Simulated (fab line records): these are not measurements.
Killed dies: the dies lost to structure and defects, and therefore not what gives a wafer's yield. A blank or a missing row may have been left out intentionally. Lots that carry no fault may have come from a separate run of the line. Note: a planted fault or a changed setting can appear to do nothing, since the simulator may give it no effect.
fab line records | flow n5_finfet
[record] lots = 3 | wafers = 9 | last_day = 20
route steps=1938 shown BEOL_M4@1099 BEOL_M5@1112 BEOL_M13@1659 PASSIVATION@1936
lots untouched by any fault: they come from a run of this same line in which no faults occurred
start_h: the number of hours between the record's first day and the start of the first shown wafer of the lot | wait_h: time in hours since the lot's previous step | " same as the row above | L1.1+2: several wafers, shown together as one row | - no value, or no start given | * or withheld: withheld | < > ~ a bound
route shown NAME@n: NAME is a module with steps in the file, n the number in the route of the first one | usual: mean and standard deviation over wafers with no fault | same: alike in all rows | chamber/n: place in a boat | sites: per-site readings | _std_site: standard deviation of those values | _edge_site: the outer-site mean with the inner-site mean subtracted | radius_mm: for every site, how far away it sits from the centre of the wafer | mask NAME#n: copy n | behind: the last tool/chamber to shape the wafer | hold: cause of the lot's hold/its duration in hours/its outcome | device: the n, p or np transistor that did not switch | end of line: tests run on the same wafers once the route is complete | for a step that has no rows: nothing shown but its recipe | killed: not the wafer's yield, but the dies lost to structure and defects at the first sort | map: a wafer's dies, x killed, . not, _ none there
set.NAME: the setting as run; set.NAME@STEP: as run at that earlier step | model.NAME: the simulator's own value behind a step, which no gauge read
certain route steps with their lots: each step a table, each wafer a row
services: the hour from which a tool's chamber was out of use, counted from the record's first day as start_h (under 0 if before that day), plus the number of hours and why
[[steps]]
[step N5_BEOL_M4_ANNEAL_95]
[recipe] temp_c = 400 | time_s = 240 | ambient = vacuum
[step N5_BEOL_M4_SPUTTER_96]
[recipe] material = Cu | target_thk_a = 45 | temp_c = -20 | chamber_pressure_pa = 0.07 | power_w = withheld | time_s = 8.29
[step N5_BEOL_M4_ECD_50]
[recipe] material = Cu | target_thk_a = 3000
[step N5_BEOL_M4_ANNEAL_51]
[recipe] temp_c = 225 | time_s = 90 | ambient = N2
[step N5_BEOL_M4_CMP_52]
[recipe] stop_on = SiOC | t_overpolish_s = 6.8 | down_force_psi = 1 | platen_rpm = 50 | clearing_platen_down_force_psi = 1.5 | clearing_platen_rpm = 50 | post_cmp_clean = cu_alkaline | target_thk_nm = 40 | clearing_platen_pad_velocity_m_s = 0.99484 | pad_velocity_m_s = 0.99484
[step N5_BEOL_M4_PRE_CLEAN_60]
[recipe] gas = NH3/H2 | time_s = 15 | temp_c = * | rf_power_w = 300
[step N5_BEOL_M4_CO_CAP_55]
[recipe] material = Co | target_thk_a = 20 | temp_c = 200 | precursor = CCTBA/H2 | pressure_torr = 30 | time_s = 102.1
[step N5_BEOL_M4_PRE_CLEAN_56]
[recipe] gas = NH3 | time_s = 15 | temp_c = withheld | rf_power_w = 300
[step N5_BEOL_M4_DEP_57]
[recipe] material = SiCN | target_thk_a = 80 | temp_c = withheld | precursor = 3MS/NH3 | pressure_torr = 3 | rf_w = 202 | time_s = 14
[step N5_BEOL_M4_RC_MEAS_101]
[usual] DIBL_N = 37.1/2.6 | DIBL_P = 38/3 | IOFF_N = 0.18/0.052 | IOFF_P = 0.25/0.06 | ION_N = 678/15 | ION_P = 467/8.6 | SS_N = 71.7/0.73 | SS_P = 73.7/0.89 | VT_N = 249/4.3 | VT_P = -248/3.8
lot.wafer | tool      | chamber | start_h | wait_h | DIBL_N[mV/V] | DIBL_P[mV/V] | IOFF_N[nA/um] | IOFF_P[nA/um] | ION_N[uA/um] | ION_P[uA/um] | SS_N[mV/dec] | SS_P[mV/dec] | VT_N[mV] | VT_P[mV]
L600.1    | prober-01 | 0       | 265.52  | 0.0    | 38.1         | 38           | 0.18          | 0.26          | 686          | 476          | 71.7         | 73.7         | 249      | -244
L600.4    | "         | 0       | "       | "      | 38.1         | 39           | 0.19          | 0.29          | 681          | 483          | 71.9         | 73.8         | 244      | -241
L600.6    | "         | 0       | "       | "      | 37.8         | 39           | 0.19          | 0.29          | 697          | 486          | 71.2         | 73.8         | 247      | -244
L613.2    | prober-01 | 0       | 348.81  | 0.2    | 38.7         | 41           | 0.21          | 0.26          | 686          | 463          | 72.1         | 74.4         | 248      | -248
L613.3    | "         | 0       | "       | "      | 38.3         | 40           | 0.20          | 0.23          | 684          | 463          | 71.8         | 74.2         | 245      | -250
L613.4    | "         | 0       | "       | "      | 34.2         | 37           | 0.13          | 0.20          | 666          | 464          | 70.8         | 72.9         | 253      | -252
L612.2    | prober-01 | 0       | 351.94  | 0.8    | 35.3         | 37           | 0.18          | 0.23          | 704          | 474          | 71.6         | 73.5         | 243      | -247
L612.3    | "         | 0       | "       | "      | 32.0         | 32           | 0.11          | 0.16          | 660          | 456          | 71.2         | 72.2         | 256      | -254
L612.5    | "         | 0       | "       | "      | 34.2         | 35           | 0.13          | 0.21          | 650          | 457          | 70.8         | 72.7         | 253      | -251
[step N5_BEOL_M5_ILD_DEP_00]
[recipe] material = SiCOH_lowk | target_thk_a = 1406.4 | temp_c = 300 | precursor = DEMS/porogen | pressure_torr = 5 | rf_w = 500 | time_s = 25.9
[step N5_BEOL_M5_CURE_79]
[recipe] temp_c = 385 | time_s = 240 | ambient = He/Ar | material = SiCOH_lowk
[step N5_BEOL_M5_PECVD_70]
[recipe] material = SiO2 | target_thk_a = 160 | temp_c = 400 | precursor = TEOS/O2 | pressure_torr = 5.5 | rf_w = 450 | teos_flow_sccm = 53.8 | gas = O2 | flow_sccm = 3000 | time_s = 18
[step N5_BEOL_M5_HM_DEP_02]
[recipe] material = TiN | target_thk_a = 200 | temp_c = 25 | chamber_pressure_pa = 0.49996
[step N5_BEOL_M5_COAT_59]
[recipe] resist = SOC | temp_c = 250 | time_s = 60 | spin_rpm = 1500 | resist_thk_nm = 60
[step N5_BEOL_M5_COAT_60]
[recipe] resist = SiARC | temp_c = 220 | time_s = 60 | spin_rpm = 1500 | resist_thk_nm = 12
[step N5_BEOL_M5_COAT_71]
[recipe] resist = underlayer | temp_c = 205 | time_s = 60 | spin_rpm = 1500 | resist_thk_nm = 5
[step N5_BEOL_M5_COAT_05]
[recipe] resist = CAR-EUV | spin_rpm = 1500 | resist_thk_nm = 30
[step N5_BEOL_M5_EBR_07]
[recipe] solvent = PGMEA | ebr_width_mm = 1.5
[step N5_BEOL_M5_SOFTBAKE_06]
[recipe] temp_c = 110 | time_s = 60 | resist = CAR-EUV
[step N5_BEOL_M5_EXPOSE_08]
[recipe] mask_id = M5 | na = 0.33 | source_shape = annular | sigma_inner = 0.4 | sigma_outer = 0.8 | polarization = unpolarized | target_cd_nm = 28 | dose_mj = 35.75
[step N5_BEOL_M5_PEB_09]
[recipe] peb_temp_c = 100 | peb_time_s = 60 | resist = CAR-EUV
[step N5_BEOL_M5_DEVELOP_10]
[recipe] develop_time_s = 30 | developer = TMAH | resist = CAR-EUV | rinse_liquid = surfactant_rinse | dry = air_spin | dev_temp_c = 23
[step N5_BEOL_M5_DESCUM_16]
[recipe] chemistry = O2 | time_s = 7 | source_power_w = 50 | bias_power_w = 20 | pressure_mtorr = 20 | rf_frequency_hz = 2.712e+07 | temp_c = 40 | resist = CAR-EUV | o2_flow_sccm = 225
[step N5_BEOL_M5_ETCH_72]
[recipe] chemistry = N2/H2 | target = underlayer | target_depth_a = 65 | mask_material = CAR-EUV | time_s = 5.2 | ion_energy_ev = 200 | pressure_mtorr = 30 | source_w = 840 | bias_w = 150 | n2_flow_sccm = 200 | h2_flow_sccm = 200 | ends = cleared
[step N5_BEOL_M5_ETCH_61]
[recipe] chemistry = CF4 | target = SiARC | target_depth_a = 156 | mask_material = CAR-EUV | time_s = 26 | ion_energy_ev = 80 | pressure_mtorr = 40 | source_w = 545 | bias_w = 36 | Ar_flow_sccm = 100 | cf4_flow_sccm = 100 | ends = cleared
[step N5_BEOL_M5_ETCH_62]
[recipe] chemistry = N2/H2 | target = SOC | target_depth_a = 750 | overetch_a = 150 | mask_material = SiARC | temp_c = 40 | time_s = 112.5 | ion_energy_ev = 200 | pressure_mtorr = 30 | source_w = 840 | bias_w = 150 | n2_flow_sccm = 200 | h2_flow_sccm = 200
[step N5_BEOL_M5_STRIP_63]
[recipe] chemistry = N2/H2 | temp_c = 40 | n2_flow_sccm = 200 | h2_flow_sccm = 200 | rf_frequency_hz = 6e+07
[step N5_BEOL_M5_STRIP_73]
[recipe] chemistry = N2/H2 | temp_c = 40 | n2_flow_sccm = 200 | h2_flow_sccm = 200 | rf_frequency_hz = 6e+07
[step N5_BEOL_M5_STRIP_64]
[recipe] chemistry = CF4 | resist = SiARC | power_w = 300 | bias_power_w = 75 | pressure_mtorr = 50 | cf4_flow_sccm = 150 | rf_frequency_hz = 6e+07
[step N5_BEOL_M5_HM_OPEN_17]
[recipe] chemistry = Cl2/BCl3 | target_depth_a = 200 | overetch_a = 60 | target = TiN | mask_material = SOC | ion_energy_ev = 150 | pressure_mtorr = 10 | icp_w = 1000 | bias_w = 126 | Cl2_flow_sccm = 53.25 | bcl3_flow_sccm = 21.75 | Ar_flow_sccm = 25
[step N5_BEOL_M5_STRIP_19]
[recipe] chemistry = O2 | power_w = 400 | temp_c = 40 | pressure_mtorr = 30 | rf_frequency_hz = 6e+07 | bias_power_w = 0 | overash_fraction = 0.2 | o2_flow_sccm = 225
[step N5_BEOL_M5_COAT_65]
[recipe] resist = SOC | temp_c = 250 | time_s = 60 | spin_rpm = 1500 | resist_thk_nm = 60
[step N5_BEOL_M5_COAT_66]
[recipe] resist = SiARC | temp_c = 220 | time_s = 60 | spin_rpm = 1500 | resist_thk_nm = 12
[step N5_BEOL_M13_ILD_DEP_00]
[recipe] material = SiOC | target_thk_a = 8379.2 | temp_c = 350 | precursor = DEMS/O2 | pressure_torr = 5 | rf_w = 500 | time_s = 166.4
[usual] chamber_pressure_Torr = 5.001/0.012 | heater_power_w = 469/75 | run_length_s = 211.2/0.52 | showerhead_plenum_p_Torr = 5.693/0.012 | showerhead_vpp_V = 1395/58 | susceptor_temp_C = 350.02/0.21 | throttle_valve_pct = 11.8/0.81
lot.wafer | tool     | chamber | start_h | wait_h | chamber_pressure_Torr | heater_power_w | run_length_s | showerhead_plenum_p_Torr | showerhead_vpp_V | susceptor_temp_C | throttle_valve_pct | model.SiOC_of_BEOL_M13_ILD_DEP_00.thk_nm
L600.1    | pecvd-02 | 1       | 333.30  | 0.0    | 5.004                 | 573            | 211.5        | 5.704                    | 1451             | 350.04           | 12.3               | 830.2
L600.4    | "        | 2       | "       | "      | 5.006                 | 335            | 107.0        | 5.677                    | 1295             | -                | 11.0               | 336
L600.6    | "        | 1       | "       | "      | 4.991                 | 464            | 107.2        | 5.703                    | 1478             | -                | 12.0               | 313.2
L613.2    | pecvd-02 | 0       | 421.88  | 0.0    | 5.010                 | 466            | 211.0        | 5.691                    | 1443             | 350.29           | 11.9               | 836.6
L613.3    | "        | 2       | "       | "      | 4.999                 | 316            | 211.0        | 5.683                    | 1294             | 350.03           | 10.8               | 819
L613.4    | "        | 1       | "       | "      | 4.996                 | 520            | 211.4        | 5.707                    | 1464             | 350.09           | 12.4               | 840.8
L612.2    | pecvd-03 | 2       | 430.73  | 0.0    | 5.017                 | 497            | 210.7        | 5.669                    | 1479             | 349.82           | 10.9               | 824.4
L612.3    | "        | 0       | "       | "      | 5.005                 | 450            | 210.3        | 5.705                    | 1369             | 349.94           | 12.0               | 832
L612.5    | "        | 1       | "       | "      | 5.015                 | 388            | 211.9        | 5.703                    | 1390             | 350.03           | 12.9               | 831.2
[step N5_BEOL_M13_THK_MEAS_01]
[recipe] reads = SiOC_of_BEOL_M13_ILD_DEP_00
[usual] M13_ILD_THK = 838/10
lot.wafer | tool          | chamber | start_h | wait_h | M13_ILD_THK[nm]
L600.1    | film_metro-02 | -       | 333.46  | 0.1    | 830
L600.4    | "             | -       | "       | "      | 336
L600.6    | "             | -       | "       | "      | 313
L613.2    | film_metro-01 | -       | 422.03  | 0.1    | 836
L613.3    | "             | -       | "       | "      | 819
L613.4    | "             | -       | "       | "      | 841
L612.2    | film_metro-01 | -       | 430.88  | 0.1    | 825
L612.3    | "             | -       | "       | "      | 832
L612.5    | "             | -       | "       | "      | 831
[step N5_BEOL_M13_VIA_ETCH_16]
[recipe] chemistry = C4F8/O2/Ar | target = SiOC | pressure_mtorr = 30 | source_w = 3000 | bias_w = 700 | Ar_flow_sccm = 400 | C4F8_flow_sccm = 15 | O2_flow_sccm = 8 | he_inner_torr = 15 | he_outer_torr = 30 | target_depth_a = 9217 | time_s = withheld | ion_energy_ev = 250 | ends = cleared
[usual] O2_flow_sccm = 8.001/0.025 | chamber_pressure_mTorr = 30.003/0.029 | drypump_motor_current_A = 5.7/0.39 | oes_product_au = 0.73/0.069 | rf_vpp_V = 666/3.7 | showerhead_plenum_p_Torr = 3.42/0.12 | throttle_valve_pct = 24.09/0.24
lot.wafer | tool        | chamber | start_h | wait_h | O2_flow_sccm | chamber_pressure_mTorr | drypump_motor_current_A | oes_product_au | rf_vpp_V | showerhead_plenum_p_Torr | throttle_valve_pct | model.etch.depth_nm | model.coat_of_BEOL_M13_COAT_04.thk_nm
L600.1    | rie_diel-02 | 2       | 334.06  | 0.0    | 7.999        | 29.989                 | 5.7                     | 0.66           | 658      | 3.16                     | 24.35              | 830.3               | 74
L600.4    | "           | 1       | "       | "      | 8.000        | 30.021                 | 5.4                     | 0.67           | 661      | 3.30                     | 24.09              | 336                 | 222.6
L600.6    | "           | 3       | "       | "      | 8.020        | 30.021                 | 5.9                     | 0.64           | 668      | 3.48                     | 24.08              | 313.2               | 229.2
L613.2    | rie_diel-02 | 3       | 422.60  | 0.0    | 8.012        | 30.046                 | 5.9                     | 0.62           | 668      | 3.47                     | 24.10              | 836.6               | 70
L613.3    | "           | 1       | "       | "      | 7.995        | 30.002                 | 5.4                     | 0.66           | 660      | 3.29                     | 24.14              | 819                 | 77.2
L613.4    | "           | 2       | "       | "      | 8.043        | 29.999                 | 5.7                     | 0.65           | 655      | 3.15                     | 24.40              | 840.9               | 67.6
L612.2    | rie_diel-03 | 3       | 431.65  | 0.0    | 8.028        | 30.012                 | 5.2                     | 0.72           | 671      | 3.60                     | 24.30              | 824.5               | 73.8
L612.3    | "           | 0       | "       | "      | 8.032        | 29.939                 | 6.2                     | 0.66           | 666      | 3.36                     | 23.74              | 832                 | 65.2
L612.5    | "           | 2       | "       | "      | 7.957        | 30.014                 | 6.2                     | 0.70           | 670      | 3.52                     | 23.94              | 831.2               | 71.4
[step N5_BEOL_M13_STRIP_63]
[recipe] chemistry = N2/H2 | power_w = 1000 | temp_c = 250 | h2_frac = 0.65 | overash_fraction = 0.3 | pressure_mtorr = 1000 | n2_flow_sccm = 1750 | h2_flow_sccm = 3250
[usual] chamber_pressure_mTorr = 1000.1/1 | drypump_motor_current_A = 5.57/0.21 | heater_power_w = 320/36 | n2_flow_sccm = 1749/5.1 | oes_product_au = 0.673/0.0044 | strip_time_to_endpoint_s = 27.6/1.2
lot.wafer | tool            | chamber | start_h | wait_h | chamber_pressure_mTorr | drypump_motor_current_A | heater_power_w | n2_flow_sccm | oes_product_au | rf_hours_counter_h | strip_time_to_endpoint_s
L600.1    | plasma_asher-02 | 0       | 334.29  | -      | 999.6                  | 5.63                    | 311            | 1749         | 0.678          | 83                 | 28.8
L600.4    | "               | 1       | "       | "      | 1002.0                 | 5.85                    | 312            | 1745         | 0.835          | -                  | 68.4
L600.6    | "               | 1       | "       | "      | 1001.5                 | 5.85                    | 320            | 1743         | 0.843          | -                  | 70.1
L613.2    | plasma_asher-02 | 1       | 422.84  | -      | 999.4                  | 5.85                    | 303            | 1752         | 0.669          | 96                 | 27.7
L613.3    | "               | 1       | "       | "      | 998.6                  | 5.83                    | 311            | 1746         | 0.675          | -                  | 29.7
L613.4    | "               | 0       | "       | "      | 1000.5                 | 5.69                    | 312            | 1750         | 0.673          | -                  | 26.9
L612.2    | plasma_asher-02 | 1       | 431.88  | -      | 1002.6                 | 5.82                    | 303            | 1756         | 0.671          | 98                 | 28.8
L612.3    | "               | 1       | "       | "      | 1001.3                 | 5.82                    | 320            | 1758         | 0.678          | -                  | 26.3
L612.5    | "               | 0       | "       | "      | 1001.3                 | 5.66                    | 317            | 1757         | 0.671          | -                  | 28.1
[step N5_BEOL_M13_CMP_49]
[recipe] stop_on = SiOC | t_overpolish_s = 17.1 | down_force_psi = 1 | platen_rpm = 50 | clearing_platen_down_force_psi = 1.5 | clearing_platen_rpm = 50 | post_cmp_clean = cu_alkaline | target_thk_nm = 420 | clearing_platen_pad_velocity_m_s = 0.99484 | pad_velocity_m_s = 0.99484
[usual] motor_current_A = 6.3/0.51
lot.wafer | tool   | chamber | start_h | wait_h | motor_current_A | model.SiOC_of_BEOL_M13_ILD_DEP_00.thk_nm
L600.1    | cmp-01 | 2       | 339.49  | 0.3    | 5.6             | 771.2
L600.4    | "      | 0       | "       | "      | 6.1             | 277.4
L600.6    | "      | 2       | "       | "      | 5.5             | 254.6
L613.4    | cmp-01 | 0       | 426.22  | 0.1    | 6.5             | 782.4
L613.3    | "      | 2       | "       | "      | 5.2             | 760
L613.2    | "      | 3       | "       | "      | 6.7             | 778
L612.3    | cmp-04 | 3       | 437.70  | 0.2    | 6.2             | 773.2
L612.2    | "      | 0       | "       | "      | 6.1             | 766.4
L612.5    | "      | 2       | "       | "      | 5.4             | 773
[step N5_PASSIVATION_PROBE_49]
[usual] defect_limited_yield = 91.4/1.4 | killed_at_M0_to_M3 = 34/9.1 | killed_at_M4_up = 14/5.2 | killed_at_contacts = 12/6.4 | killed_at_front_end = 38/11 | killed_at_other = 3.7/2.8 | killed_dies = 102/17 | killed_on_rim = 14/3.9 | killed_open = 68/13 | killed_short = 32/7.8 | sort_bin_5_function = 5.1/1 | sort_bin_6_memory = 3.2/0.66 | sort_bin_8_speed = 0.1/0.92 | sort_n_pass = 1076/19 | sort_yield_pct = 91.2/1.6
[same] gross_dies = 1180 | killed_at_back_side = 0 | sort_bin_4_leakage[%] = 0
lot.wafer | tool      | chamber | start_h | wait_h | defect_limited_yield[%] | killed_at_M0_to_M3 | killed_at_M4_up | killed_at_contacts | killed_at_front_end | killed_at_other | killed_dies | killed_on_rim | killed_open | killed_short | sort_bin_5_function[%] | sort_bin_6_memory[%] | sort_bin_8_speed[%] | sort_n_pass | sort_yield_pct[%]
L600.1    | prober-02 | -       | 363.42  | 0.0    | 92.2                    | 27                 | 10              | 11                 | 42                  | 2               | 92          | 15            | 60          | 27           | 4.4                    | 3.1                  | 0                   | 1088        | 92.2
L600.4    | prober-02 | -       | 363.57  | 0.2    | 0                       | 43                 | 1097            | 8                  | 28                  | 4               | 1180        | 152           | 59          | 25           | 4.4                    | 2.9                  | 0                   | 0           | 0
L600.6    | prober-02 | -       | 363.67  | 0.3    | 0                       | 25                 | 1109            | 14                 | 31                  | 1               | 1180        | 152           | 64          | 17           | 3.6                    | 3.3                  | 0                   | 0           | 0
L613.2    | prober-01 | -       | 450.93  | 0.1    | 89.4                    | 45                 | 17              | 20                 | 39                  | 4               | 125         | 18            | 77          | 48           | 6.5                    | 3.6                  | 0                   | 1055        | 89.4
L613.3    | prober-01 | -       | 450.98  | 0.1    | 91.2                    | 48                 | 7               | 12                 | 34                  | 3               | 104         | 17            | 59          | 45           | 5.3                    | 3.5                  | 0                   | 1076        | 91.2
L613.4    | prober-01 | -       | 451.03  | 0.2    | 89.2                    | 42                 | 18              | 13                 | 52                  | 2               | 127         | 14            | 88          | 37           | 7.0                    | 3.4                  | 0                   | 1053        | 89.2
L612.2    | prober-01 | -       | 468.86  | 0.1    | 91.4                    | 50                 | 17              | 8                  | 22                  | 4               | 101         | 15            | 75          | 26           | 4.4                    | 4.0                  | 0                   | 1079        | 91.4
L612.3    | prober-01 | -       | 468.91  | 0.1    | 92.0                    | 40                 | 3               | 9                  | 36                  | 6               | 94          | 16            | 63          | 31           | 4.8                    | 3.0                  | 0.1                 | 1085        | 91.9
L612.5    | prober-01 | -       | 469.01  | 0.2    | 92.2                    | 33                 | 10              | 1                  | 43                  | 5               | 92          | 9             | 67          | 25           | 4.2                    | 3.4                  | 0                   | 1088        | 92.2
// killed by level:class
L600.1 DUMMY_GATE:geometric_particle:open=16 MOL_CONTACT_COAG:geometric_particle:open=10 BEOL_M0_SAQP:geometric_particle:short=9 BEOL_M4:geometric_particle:open=8 FIN_SAQP:geometric_particle:short=6 BEOL_M3:geometric_particle:open=6 STI_FIN_REVEAL:geometric_particle:open=4 BEOL_M2:geometric_particle:open=4
L600.4 BEOL_M13:area_dep=1092 BEOL_M2:geometric_particle:open=11 BEOL_M1:geometric_particle:open=9 MOL_CONTACT_COAG:geometric_particle:open=8 BEOL_M0:geometric_particle:open=8 FIN_SAQP:geometric_particle:short=7 BEOL_M0_SAQP:geometric_particle:short=7 FIN_SAQP:geometric_particle:open=4
L600.6 BEOL_M13:area_dep=1098 MOL_CONTACT_COAG:geometric_particle:open=12 BEOL_M3:geometric_particle:open=8 STI_FIN_REVEAL:geometric_particle:open=6 DUMMY_GATE:geometric_particle:open=6 BEOL_M0:geometric_particle:open=5 BEOL_M4:geometric_particle:open=5 FIN_SAQP:geometric_particle:short=3
L613.2 FIN_SAQP:geometric_particle:short=15 MOL_CONTACT_COAG:geometric_particle:open=13 BEOL_M3:geometric_particle:open=10 BEOL_M4:geometric_particle:open=8 BEOL_M2:geometric_particle:open=8 MOL_CONTACT_COAG:geometric_particle:short=7 BEOL_M0_SAQP:geometric_particle:open=7 BEOL_M0_SAQP:geometric_particle:short=6
L613.3 BEOL_M0_SAQP:geometric_particle:short=16 MOL_CONTACT_COAG:geometric_particle:open=11 FIN_SAQP:geometric_particle:short=10 BEOL_M3:geometric_particle:open=9 FIN_SAQP:geometric_particle:open=7 BEOL_M0_SAQP:geometric_particle:open=6 BEOL_M1:geometric_particle:open=6 GATE_CUT:geometric_particle:short=5
L613.4 MOL_CONTACT_COAG:geometric_particle:open=13 BEOL_M2:geometric_particle:open=12 DUMMY_GATE:geometric_particle:open=10 FIN_SAQP:geometric_particle:open=9 FIN_SAQP:geometric_particle:short=9 BEOL_M0_SAQP:geometric_particle:open=8 BEOL_M3:geometric_particle:open=8 BEOL_M4:geometric_particle:open=8
L612.2 BEOL_M0_SAQP:geometric_particle:open=14 BEOL_M0_SAQP:geometric_particle:short=9 BEOL_M2:geometric_particle:open=9 MOL_CONTACT_COAG:geometric_particle:open=8 BEOL_M1:geometric_particle:open=7 BEOL_M4:geometric_particle:open=7 FIN_SAQP:geometric_particle:open=5 BEOL_M3:geometric_particle:open=5
L612.3 FIN_SAQP:geometric_particle:open=9 BEOL_M2:geometric_particle:open=8 MOL_CONTACT_COAG:geometric_particle:open=8 BEOL_M3:geometric_particle:open=7 BEOL_M0_SAQP:geometric_particle:short=7 STI_FIN_REVEAL:geometric_particle:open=6 BEOL_M0_SAQP:geometric_particle:open=6 ILD0:geometric_particle:short=5
L612.5 BEOL_M2:geometric_particle:open=10 FIN_SAQP:geometric_particle:open=9 STI_FIN_REVEAL:geometric_particle:open=9 BEOL_M3:geometric_particle:open=9 BEOL_M0_SAQP:geometric_particle:open=5 STARTING-WAFER:geometric_particle:open=5 GATE_CUT:geometric_particle:short=4 BEOL_M1:geometric_particle:open=3
// map L600.4 (x killed, . not)
_________________xxxxxxxxxxxx________________
______________xxxxxxxxxxxxxxxxxx_____________
___________xxxxxxxxxxxxxxxxxxxxxxxx__________
__________xxxxxxxxxxxxxxxxxxxxxxxxxx_________
________xxxxxxxxxxxxxxxxxxxxxxxxxxxxxx_______
_______xxxxxxxxxxxxxxxxxxxxxxxxxxxxxxxx______
______xxxxxxxxxxxxxxxxxxxxxxxxxxxxxxxxxx_____
_____xxxxxxxxxxxxxxxxxxxxxxxxxxxxxxxxxxxx____
____xxxxxxxxxxxxxxxxxxxxxxxxxxxxxxxxxxxxxx___
___xxxxxxxxxxxxxxxxxxxxxxxxxxxxxxxxxxxxxxxx__
___xxxxxxxxxxxxxxxxxxxxxxxxxxxxxxxxxxxxxxxx__
__xxxxxxxxxxxxxxxxxxxxxxxxxxxxxxxxxxxxxxxxxx_
__xxxxxxxxxxxxxxxxxxxxxxxxxxxxxxxxxxxxxxxxxx_
_xxxxxxxxxxxxxxxxxxxxxxxxxxxxxxxxxxxxxxxxxxxx
_xxxxxxxxxxxxxxxxxxxxxxxxxxxxxxxxxxxxxxxxxxxx
_xxxxxxxxxxxxxxxxxxxxxxxxxxxxxxxxxxxxxxxxxxxx
_xxxxxxxxxxxxxxxxxxxxxxxxxxxxxxxxxxxxxxxxxxxx
_xxxxxxxxxxxxxxxxxxxxxxxxxxxxxxxxxxxxxxxxxxxx
_xxxxxxxxxxxxxxxxxxxxxxxxxxxxxxxxxxxxxxxxxxxx
_xxxxxxxxxxxxxxxxxxxxxxxxxxxxxxxxxxxxxxxxxxxx
_xxxxxxxxxxxxxxxxxxxxxxxxxxxxxxxxxxxxxxxxxxxx
__xxxxxxxxxxxxxxxxxxxxxxxxxxxxxxxxxxxxxxxxxx_
__xxxxxxxxxxxxxxxxxxxxxxxxxxxxxxxxxxxxxxxxxx_
___xxxxxxxxxxxxxxxxxxxxxxxxxxxxxxxxxxxxxxxx__
___xxxxxxxxxxxxxxxxxxxxxxxxxxxxxxxxxxxxxxxx__
____xxxxxxxxxxxxxxxxxxxxxxxxxxxxxxxxxxxxxx___
_____xxxxxxxxxxxxxxxxxxxxxxxxxxxxxxxxxxxx____
______xxxxxxxxxxxxxxxxxxxxxxxxxxxxxxxxxx_____
_______xxxxxxxxxxxxxxxxxxxxxxxxxxxxxxxx______
________xxxxxxxxxxxxxxxxxxxxxxxxxxxxxx_______
__________xxxxxxxxxxxxxxxxxxxxxxxxxx_________
___________xxxxxxxxxxxxxxxxxxxxxxxx__________
______________xxxxxxxxxxxxxxxxxx_____________
_________________xxxxxxxxxxxx________________
// map L613.4 (x killed, . not)
_________________.x..........________________
______________xx.........x......_____________
___________........................__________
__________.x..........x............._________
________.x.x.x......x...........x....._______
_______.......x.x.....x.........x....xx______
______......xx.x.x....x..x.....x........_____
_____x.x..........................x......____
____...x..x...x...x.......................___
___...............x............x...........__
___..x.x...x.....................x...x..x..__
__...x...x...x................x......x.....x_
__..x.x.....x....................x.x.x.xx..._
_.............x...........x..........x..x....
_...x.........x........xx...........x.x...x..
_.x..............................x.x.....x...
_.........x......................x...........
_......x.....x.x.....xx......................
_............x..x..........xx................
_.........................x...x..............
_.......x..............xx....x...............
__.....................x........x..x.....x.._
__......x.....................x..x.........._
___.....x...x.........x.....xx.............__
___............xx...........x...x..........__
____...x..................................___
_____..x.......x..xx.........x..x........____
______........................x.....x..._____
_______.x.x...x................x.......______
________..x.x......................x.._______
__________...........x...x......x..._________
___________.........x...xx...x.....__________
______________.....x........x..._____________
_________________..x.........________________
[[services]]
tool            | chamber | start_h | hours | kind
cmp-04          | -       | 309.70  | 0.3   | repair
rie_diel-03     | 1       | 329.37  | 6.6   | repair
rie_diel-03     | 1       | 340.94  | 8.2   | repair
cmp-01          | -       | 351.23  | 0.9   | repair
rie_diel-03     | 0       | 353.27  | 4.3   | repair
pecvd-02        | 2       | 359.96  | -     | clean
pecvd-02        | 2       | 359.96  | 29.5  | scheduled_down
pecvd-02        | 2       | 359.96  | 29.5  | vent_cycle
plasma_asher-02 | -       | 368.23  | 15.7  | repair
rie_diel-02     | 0       | 384.42  | 8.9   | repair
cmp-01          | -       | 385.15  | 1.7   | repair
cmp-01          | -       | 392.53  | 4.0   | pm
cmp-01          | -       | 396.53  | -     | consumable_replace:conditioner
cmp-01          | -       | 396.53  | -     | consumable_replace:pad
pecvd-02        | -       | 400.28  | 6.0   | pm
rie_diel-02     | 1       | 402.36  | 6.6   | repair
rie_diel-02     | 2       | 408.53  | 8.2   | repair
cmp-04          | -       | 412.24  | 1.4   | repair
cmp-01          | -       | 423.18  | 0.5   | repair
cmp-04          | -       | 423.55  | 1.4   | repair
rie_diel-03     | 1       | 423.86  | 10.7  | repair
cmp-04          | -       | 432.73  | 0.3   | repair
rie_diel-02     | 3       | 433.54  | -     | clean
rie_diel-03     | 2       | 433.58  | 1.2   | repair
[[key]]
[first_sign] step = N5_BEOL_M13_ILD_DEP_00 | reading = run_length_s | direction = down | sigmas = 99+ | usual = * | struck = *
[effect] step = N5_BEOL_M13_THK_MEAS_01 | reading = M13_ILD_THK | direction = down | sigmas = 49 | usual = 838 | struck = 325
[effect] step = N5_BEOL_M13_STRIP_63 | reading = oes_product_au | direction = up | sigmas = 38 | usual = 0.673 | struck = 0.839
[effect] step = N5_PASSIVATION_PROBE_49 | reading = killed_at_M4_up | direction = up | sigmas = 99+ | usual = 14 | struck = 1103
[model_effect] step = N5_BEOL_M13_ILD_DEP_00 | value = SiOC_of_BEOL_M13_ILD_DEP_00.thk_nm | without = 853.1 | struck = 324.6
[model_effect] step = N5_BEOL_M13_VIA_ETCH_16 | value = etch.depth_nm | without = 853.1 | struck = 324.6
[model_effect] step = N5_BEOL_M13_CMP_49 | value = SiOC_of_BEOL_M13_ILD_DEP_00.thk_nm | without = 794.4 | struck = 266
[more_kills_born_at] N5_BEOL_M13_ILD_DEP_00@pecvd-02 = 2190
met_at N5_BEOL_M13_ILD_DEP_00
struck_wafers L600.4,L600.6
later_rows_left_out L600.4,L600.6
[fault] kind = process_parameter_drift | tool = pecvd-02 | chamber = - | onset_h = 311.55 | steps = N5_BEOL_M13_ILD_DEP_00 | channel = time_s | offset = * | shape = step | end_h = 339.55 | scope = struck_wafers_only | acts_in = * | stated = *
// later_rows_left_out: the simulator's readings of these wafers behind a module that went badly wrong aren't trusted and aren't shown, but for the sort
